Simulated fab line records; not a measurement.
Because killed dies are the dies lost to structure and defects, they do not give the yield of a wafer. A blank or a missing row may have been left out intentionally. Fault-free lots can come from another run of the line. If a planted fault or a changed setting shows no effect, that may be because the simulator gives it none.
Which tool did it? || flow nand_harc || 24 lots with 72 wafers sampled at 3 steps, on a route of 1302 steps

WHAT THE GAUGES SHOWED, per wafer
NHARC_P_M1_OVL_MEAS_10: pitch 260 nm. Usual: overlay_x_nm 0.1 nm, standard deviation 0.78; overlay_y_nm 0.0 nm, standard deviation 0.69.
{"lot": "L074", "measured": "day 6 10:00", "on": "overlay-01", "overlay_x_nm (nm)": "0.2 0.4 0.6", "overlay_y_nm (nm)": "1.0 0.9 0.8", "flag": ""}
{"lot": "L075", "measured": "day 6 13:08", "on": "overlay-01", "overlay_x_nm (nm)": "0.6 1.1 1.1", "overlay_y_nm (nm)": "0.0 -0.1 -0.2", "flag": ""}
{"lot": "L076", "measured": "day 6 23:46", "on": "overlay-02", "overlay_x_nm (nm)": "-0.4 0.6 0.1", "overlay_y_nm (nm)": "0.6 0.0 0.6", "flag": ""}
{"lot": "L077", "measured": "day 7 12:13", "on": "overlay-01", "overlay_x_nm (nm)": "-0.6 -0.4 -0.4", "overlay_y_nm (nm)": "0.5 1.1 1.5", "flag": ""}
{"lot": "L078", "measured": "day 8 00:07", "on": "overlay-01", "overlay_x_nm (nm)": "0.4 0.1 0.3", "overlay_y_nm (nm)": "-0.4 0.5 0.7", "flag": ""}
{"lot": "L079", "measured": "day 8 05:25", "on": "overlay-02", "overlay_x_nm (nm)": "0.4 0.4 0.3", "overlay_y_nm (nm)": "0.9 1.1 1.2", "flag": ""}
{"lot": "L080", "measured": "day 8 22:46", "on": "overlay-01", "overlay_x_nm (nm)": "0.3 -0.3 0.1", "overlay_y_nm (nm)": "-0.8 -0.6 -0.3", "flag": ""}
{"lot": "L081", "measured": "day 9 08:31", "on": "overlay-01", "overlay_x_nm (nm)": "1.2 1.0 1.7", "overlay_y_nm (nm)": "0.8 0.7 -0.3", "flag": ""}
{"lot": "L082", "measured": "day 9 13:10", "on": "overlay-02", "overlay_x_nm (nm)": "0.4 0.6 0.8", "overlay_y_nm (nm)": "-0.7 -0.7 -0.7", "flag": ""}
{"lot": "L083", "measured": "day 10 08:01", "on": "overlay-01", "overlay_x_nm (nm)": "1.4 0.9 1.0", "overlay_y_nm (nm)": "-0.7 -1.0 -1.1", "flag": ""}
{"lot": "L084", "measured": "day 10 12:20", "on": "overlay-01", "overlay_x_nm (nm)": "0.5 -0.1 0.1", "overlay_y_nm (nm)": "0.0 -1.0 0.3", "flag": ""}
{"lot": "L085", "measured": "day 10 15:56", "on": "overlay-01", "overlay_x_nm (nm)": "0.0 0.2 -0.5", "overlay_y_nm (nm)": "-0.4 0.1 -0.5", "flag": ""}
{"lot": "L086", "measured": "day 11 03:17", "on": "overlay-02", "overlay_x_nm (nm)": "1.7 1.7 1.7", "overlay_y_nm (nm)": "1.4 1.0 1.4", "flag": ""}
{"lot": "L087", "measured": "day 11 14:47", "on": "overlay-01", "overlay_x_nm (nm)": "-0.1 0.1 -0.2", "overlay_y_nm (nm)": "0.8 0.4 0.7", "flag": ""}
{"lot": "L089", "measured": "day 12 09:29", "on": "overlay-01", "overlay_x_nm (nm)": "0.4 0.2 1.3", "overlay_y_nm (nm)": "-0.6 -1.0 -0.3", "flag": ""}
{"lot": "L088", "measured": "day 12 11:50", "on": "overlay-02", "overlay_x_nm (nm)": "0.4 0.3 0.7", "overlay_y_nm (nm)": "-0.9 -0.4 -0.3", "flag": ""}
{"lot": "L090", "measured": "day 13 05:17", "on": "overlay-01", "overlay_x_nm (nm)": "-0.5 -0.3 -0.3", "overlay_y_nm (nm)": "-0.4 -0.3 -0.2", "flag": ""}
{"lot": "L091", "measured": "day 13 07:34", "on": "overlay-01", "overlay_x_nm (nm)": "-0.8 -0.4 -0.4", "overlay_y_nm (nm)": "-0.1 0.1 -0.7", "flag": ""}
{"lot": "L092", "measured": "day 13 17:35", "on": "overlay-01", "overlay_x_nm (nm)": "-0.4 0.0 -0.7", "overlay_y_nm (nm)": "0.5 0.4 0.1", "flag": ""}
{"lot": "L093", "measured": "day 14 03:07", "on": "overlay-01", "overlay_x_nm (nm)": "0.6 0.3 0.2", "overlay_y_nm (nm)": "-1.1 -1.2 -0.7", "flag": ""}
{"lot": "L094", "measured": "day 14 18:32", "on": "overlay-02", "overlay_x_nm (nm)": "-2.0 -2.0 -2.0", "overlay_y_nm (nm)": "-0.2 -0.8 -0.6", "flag": ""}
{"lot": "L095", "measured": "day 14 22:13", "on": "overlay-02", "overlay_x_nm (nm)": "-1.0 -0.7 -0.6", "overlay_y_nm (nm)": "-0.2 -0.8 -1.0", "flag": ""}
{"lot": "L096", "measured": "day 15 11:40", "on": "overlay-02", "overlay_x_nm (nm)": "-1.1 -0.4 -0.7", "overlay_y_nm (nm)": "0.2 0.4 0.3", "flag": ""}
{"lot": "L097", "measured": "day 15 21:25", "on": "overlay-01", "overlay_x_nm (nm)": "-0.5 -0.2 -0.2", "overlay_y_nm (nm)": "0.4 -0.3 0.4", "flag": ""}

TOOL THAT RAN EACH LOT (tool first, then ch and the chambers of the sampled wafers, then the start)
{"lot": "L074", "NHARC_P_CONTACT_CVD_23": "cvd_w-01 ch 0,1, day 6 07:43 or earlier", "NHARC_P_M0_ANNEAL_30": "rtp_anneal-02 ch 0, day 6 07:43"}
{"lot": "L075", "NHARC_P_CONTACT_CVD_23": "cvd_w-02 ch 0,1, day 6 10:57 or earlier", "NHARC_P_M0_ANNEAL_30": "rtp_anneal-02 ch 0, day 6 10:57"}
{"lot": "L076", "NHARC_P_CONTACT_CVD_23": "cvd_w-01 ch 0, day 6 21:18 or earlier", "NHARC_P_M0_ANNEAL_30": "rtp_anneal-02 ch 0, day 6 21:18"}
{"lot": "L077", "NHARC_P_CONTACT_CVD_23": "cvd_w-02 ch 0,1, day 7 09:55 or earlier", "NHARC_P_M0_ANNEAL_30": "rtp_anneal-02 ch 0, day 7 09:55"}
{"lot": "L078", "NHARC_P_CONTACT_CVD_23": "cvd_w-01 ch 0,1, day 7 21:57 or earlier", "NHARC_P_M0_ANNEAL_30": "rtp_anneal-02 ch 0, day 7 21:57"}
{"lot": "L079", "NHARC_P_CONTACT_CVD_23": "cvd_w-01 ch 0,1, day 8 03:13 or earlier", "NHARC_P_M0_ANNEAL_30": "rtp_anneal-01 ch 0, day 8 03:13"}
{"lot": "L080", "NHARC_P_CONTACT_CVD_23": "cvd_w-02 ch 0,1, day 8 20:16 or earlier", "NHARC_P_M0_ANNEAL_30": "rtp_anneal-01 ch 0, day 8 20:16"}
{"lot": "L081", "NHARC_P_CONTACT_CVD_23": "cvd_w-02 ch 0,1, day 9 06:16 or earlier", "NHARC_P_M0_ANNEAL_30": "rtp_anneal-02 ch 0, day 9 06:16"}
{"lot": "L082", "NHARC_P_CONTACT_CVD_23": "cvd_w-01 ch 0,1, day 9 11:01 or earlier", "NHARC_P_M0_ANNEAL_30": "rtp_anneal-01 ch 0, day 9 11:01"}
{"lot": "L083", "NHARC_P_CONTACT_CVD_23": "cvd_w-01 ch 0,1, day 10 05:55 or earlier", "NHARC_P_M0_ANNEAL_30": "rtp_anneal-01 ch 0, day 10 05:55"}
{"lot": "L084", "NHARC_P_CONTACT_CVD_23": "cvd_w-02 ch 0,1, day 10 10:11 or earlier", "NHARC_P_M0_ANNEAL_30": "rtp_anneal-02 ch 0, day 10 10:11"}
{"lot": "L085", "NHARC_P_CONTACT_CVD_23": "cvd_w-01 ch 0,1, day 10 13:37 or earlier", "NHARC_P_M0_ANNEAL_30": "rtp_anneal-02 ch 0, day 10 13:37"}
{"lot": "L086", "NHARC_P_CONTACT_CVD_23": "cvd_w-01 ch 0,1, day 11 01:01 or earlier", "NHARC_P_M0_ANNEAL_30": "rtp_anneal-02 ch 0, day 11 01:01"}
{"lot": "L087", "NHARC_P_CONTACT_CVD_23": "cvd_w-02 ch 0,1, day 11 12:29 or earlier", "NHARC_P_M0_ANNEAL_30": "rtp_anneal-01 ch 0, day 11 12:29"}
{"lot": "L089", "NHARC_P_CONTACT_CVD_23": "cvd_w-01 ch 0,1, day 12 07:07 or earlier", "NHARC_P_M0_ANNEAL_30": "rtp_anneal-02 ch 0, day 12 07:07"}
{"lot": "L088", "NHARC_P_CONTACT_CVD_23": "cvd_w-01 ch 0,1, day 12 09:39 or earlier", "NHARC_P_M0_ANNEAL_30": "rtp_anneal-02 ch 0, day 12 09:39"}
{"lot": "L090", "NHARC_P_CONTACT_CVD_23": "cvd_w-02 ch 0,1, day 13 03:00 or earlier", "NHARC_P_M0_ANNEAL_30": "rtp_anneal-01 ch 0, day 13 03:00"}
{"lot": "L091", "NHARC_P_CONTACT_CVD_23": "cvd_w-01 ch 0,1, day 13 05:18 or earlier", "NHARC_P_M0_ANNEAL_30": "rtp_anneal-02 ch 0, day 13 05:18"}
{"lot": "L092", "NHARC_P_CONTACT_CVD_23": "cvd_w-02 ch 0,1, day 13 15:19 or earlier", "NHARC_P_M0_ANNEAL_30": "rtp_anneal-01 ch 0, day 13 15:19"}
{"lot": "L093", "NHARC_P_CONTACT_CVD_23": "cvd_w-01 ch 0,1, day 14 00:55 or earlier", "NHARC_P_M0_ANNEAL_30": "rtp_anneal-01 ch 0, day 14 00:55"}
{"lot": "L094", "NHARC_P_CONTACT_CVD_23": "cvd_w-02 ch 0,1, day 14 16:17 or earlier", "NHARC_P_M0_ANNEAL_30": "rtp_anneal-02 ch 0, day 14 16:17"}
{"lot": "L095", "NHARC_P_CONTACT_CVD_23": "cvd_w-01 ch 0,1, day 14 20:02 or earlier", "NHARC_P_M0_ANNEAL_30": "rtp_anneal-02 ch 0, day 14 20:02"}
{"lot": "L096", "NHARC_P_CONTACT_CVD_23": "cvd_w-01 ch 0,1, day 15 05:50", "NHARC_P_M0_ANNEAL_30": "rtp_anneal-02 ch 0, day 15 09:38"}
{"lot": "L097", "NHARC_P_CONTACT_CVD_23": "cvd_w-01 ch 0,1, day 15 18:55 or earlier", "NHARC_P_M0_ANNEAL_30": "rtp_anneal-01 ch 0, day 15 18:55"}
- NHARC_P_CONTACT_CVD_23: deposits W, target thk 200 nm, time 557 s.
- NHARC_P_M0_ANNEAL_30: time 90 s.

AS READ BY THE TOOLS THEMSELVES (means over the sampled wafers that have a number; for cases with no such wafer, the mark the record gives instead)
NHARC_P_CONTACT_CVD_23. Usual: heater_power_w 460 W, standard deviation 18; throttle_valve_pct 7.9 %, standard deviation 0.43.
{"lot": "L074", "tool": "cvd_w-01", "heater_power_w (W)": 467, "throttle_valve_pct (%)": 8.1, "flag": ""}
{"lot": "L075", "tool": "cvd_w-02", "heater_power_w (W)": 462, "throttle_valve_pct (%)": 7.5, "flag": ""}
{"lot": "L076", "tool": "cvd_w-01", "heater_power_w (W)": 469, "throttle_valve_pct (%)": 8.3, "flag": ""}
{"lot": "L077", "tool": "cvd_w-02", "heater_power_w (W)": 454, "throttle_valve_pct (%)": 7.7, "flag": ""}
{"lot": "L078", "tool": "cvd_w-01", "heater_power_w (W)": 462, "throttle_valve_pct (%)": 8.2, "flag": ""}
{"lot": "L079", "tool": "cvd_w-01", "heater_power_w (W)": 466, "throttle_valve_pct (%)": 8.2, "flag": ""}
{"lot": "L080", "tool": "cvd_w-02", "heater_power_w (W)": 462, "throttle_valve_pct (%)": 7.5, "flag": ""}
{"lot": "L081", "tool": "cvd_w-02", "heater_power_w (W)": 445, "throttle_valve_pct (%)": 7.8, "flag": ""}
{"lot": "L082", "tool": "cvd_w-01", "heater_power_w (W)": 453, "throttle_valve_pct (%)": 8.1, "flag": ""}
{"lot": "L083", "tool": "cvd_w-01", "heater_power_w (W)": 459, "throttle_valve_pct (%)": 7.9, "flag": ""}
{"lot": "L084", "tool": "cvd_w-02", "heater_power_w (W)": 450, "throttle_valve_pct (%)": 7.8, "flag": ""}
{"lot": "L085", "tool": "cvd_w-01", "heater_power_w (W)": 473, "throttle_valve_pct (%)": 7.8, "flag": ""}
{"lot": "L086", "tool": "cvd_w-01", "heater_power_w (W)": 465, "throttle_valve_pct (%)": 7.9, "flag": ""}
{"lot": "L087", "tool": "cvd_w-02", "heater_power_w (W)": 460, "throttle_valve_pct (%)": 7.7, "flag": ""}
{"lot": "L089", "tool": "cvd_w-01", "heater_power_w (W)": 460, "throttle_valve_pct (%)": 8.2, "flag": ""}
{"lot": "L088", "tool": "cvd_w-01", "heater_power_w (W)": 459, "throttle_valve_pct (%)": 8.0, "flag": ""}
{"lot": "L090", "tool": "cvd_w-02", "heater_power_w (W)": 443, "throttle_valve_pct (%)": 8.0, "flag": ""}
{"lot": "L091", "tool": "cvd_w-01", "heater_power_w (W)": 481, "throttle_valve_pct (%)": 7.9, "flag": ""}
{"lot": "L092", "tool": "cvd_w-02", "heater_power_w (W)": 443, "throttle_valve_pct (%)": 7.7, "flag": ""}
{"lot": "L093", "tool": "cvd_w-01", "heater_power_w (W)": 477, "throttle_valve_pct (%)": 8.0, "flag": ""}
{"lot": "L094", "tool": "cvd_w-02", "heater_power_w (W)": 443, "throttle_valve_pct (%)": 7.5, "flag": ""}
{"lot": "L095", "tool": "cvd_w-01", "heater_power_w (W)": 458, "throttle_valve_pct (%)": 8.2, "flag": ""}
{"lot": "L096", "tool": "cvd_w-01", "heater_power_w (W)": 468, "throttle_valve_pct (%)": 7.8, "flag": ""}
{"lot": "L097", "tool": "cvd_w-01", "heater_power_w (W)": 468, "throttle_valve_pct (%)": 7.9, "flag": ""}

NHARC_P_M0_ANNEAL_30. Usual: anneal_temp_c_max 226.11, standard deviation 0.28; wafer_temp_C_max 226.3, standard deviation 0.52.
{"lot": "L074", "tool": "rtp_anneal-02", "anneal_temp_c_max": 226.14, "wafer_temp_C_max": 225.9, "flag": ""}
{"lot": "L075", "tool": "rtp_anneal-02", "anneal_temp_c_max": 226.08, "wafer_temp_C_max": 226.0, "flag": ""}
{"lot": "L076", "tool": "rtp_anneal-02", "anneal_temp_c_max": 225.88, "wafer_temp_C_max": 225.8, "flag": ""}
{"lot": "L077", "tool": "rtp_anneal-02", "anneal_temp_c_max": 226.00, "wafer_temp_C_max": 226.2, "flag": ""}
{"lot": "L078", "tool": "rtp_anneal-02", "anneal_temp_c_max": 226.22, "wafer_temp_C_max": 225.7, "flag": ""}
{"lot": "L079", "tool": "rtp_anneal-01", "anneal_temp_c_max": 226.40, "wafer_temp_C_max": 227.3, "flag": ""}
{"lot": "L080", "tool": "rtp_anneal-01", "anneal_temp_c_max": 226.32, "wafer_temp_C_max": 226.9, "flag": ""}
{"lot": "L081", "tool": "rtp_anneal-02", "anneal_temp_c_max": 225.82, "wafer_temp_C_max": 226.0, "flag": ""}
{"lot": "L082", "tool": "rtp_anneal-01", "anneal_temp_c_max": 226.20, "wafer_temp_C_max": 227.0, "flag": ""}
{"lot": "L083", "tool": "rtp_anneal-01", "anneal_temp_c_max": 226.35, "wafer_temp_C_max": 227.1, "flag": ""}
{"lot": "L084", "tool": "rtp_anneal-02", "anneal_temp_c_max": 225.77, "wafer_temp_C_max": 226.1, "flag": ""}
{"lot": "L085", "tool": "rtp_anneal-02", "anneal_temp_c_max": 225.82, "wafer_temp_C_max": 226.0, "flag": ""}
{"lot": "L086", "tool": "rtp_anneal-02", "anneal_temp_c_max": 225.74, "wafer_temp_C_max": 226.0, "flag": ""}
{"lot": "L087", "tool": "rtp_anneal-01", "anneal_temp_c_max": 226.15, "wafer_temp_C_max": 226.9, "flag": ""}
{"lot": "L089", "tool": "rtp_anneal-02", "anneal_temp_c_max": 226.31, "wafer_temp_C_max": 226.0, "flag": ""}
{"lot": "L088", "tool": "rtp_anneal-02", "anneal_temp_c_max": 225.99, "wafer_temp_C_max": 226.2, "flag": ""}
{"lot": "L090", "tool": "rtp_anneal-01", "anneal_temp_c_max": 226.50, "wafer_temp_C_max": 226.5, "flag": ""}
{"lot": "L091", "tool": "rtp_anneal-02", "anneal_temp_c_max": 226.03, "wafer_temp_C_max": 225.7, "flag": ""}
{"lot": "L092", "tool": "rtp_anneal-01", "anneal_temp_c_max": 226.39, "wafer_temp_C_max": 227.0, "flag": ""}
{"lot": "L093", "tool": "rtp_anneal-01", "anneal_temp_c_max": 226.06, "wafer_temp_C_max": 227.0, "flag": ""}
{"lot": "L094", "tool": "rtp_anneal-02", "anneal_temp_c_max": 226.03, "wafer_temp_C_max": 226.1, "flag": ""}
{"lot": "L095", "tool": "rtp_anneal-02", "anneal_temp_c_max": 226.00, "wafer_temp_C_max": 225.7, "flag": ""}
{"lot": "L096", "tool": "rtp_anneal-02", "anneal_temp_c_max": 225.83, "wafer_temp_C_max": 226.1, "flag": ""}
{"lot": "L097", "tool": "rtp_anneal-01", "anneal_temp_c_max": 226.31, "wafer_temp_C_max": 226.8, "flag": ""}

THE ANSWER, worked out from the rows above alone
Rule: a lot counts as off when the mean over its wafers that have a number is more than 3 standard deviations away from the usual mean. A lot without any number at a reading at which 4 lots or more have one is off too. Any other lot the step has rows for is counted as sound. The gauges are gone through in route order, then the tools' own readings, and for those a lot's mean is taken as printed above. The first step at which some lot is off is used, and at that step the reading that is off furthest; a lot without a number counts as furthest.
No lot is off at any reading shown: from this, nothing can be told.

WHAT THE SIMULATOR HAD PUT IN
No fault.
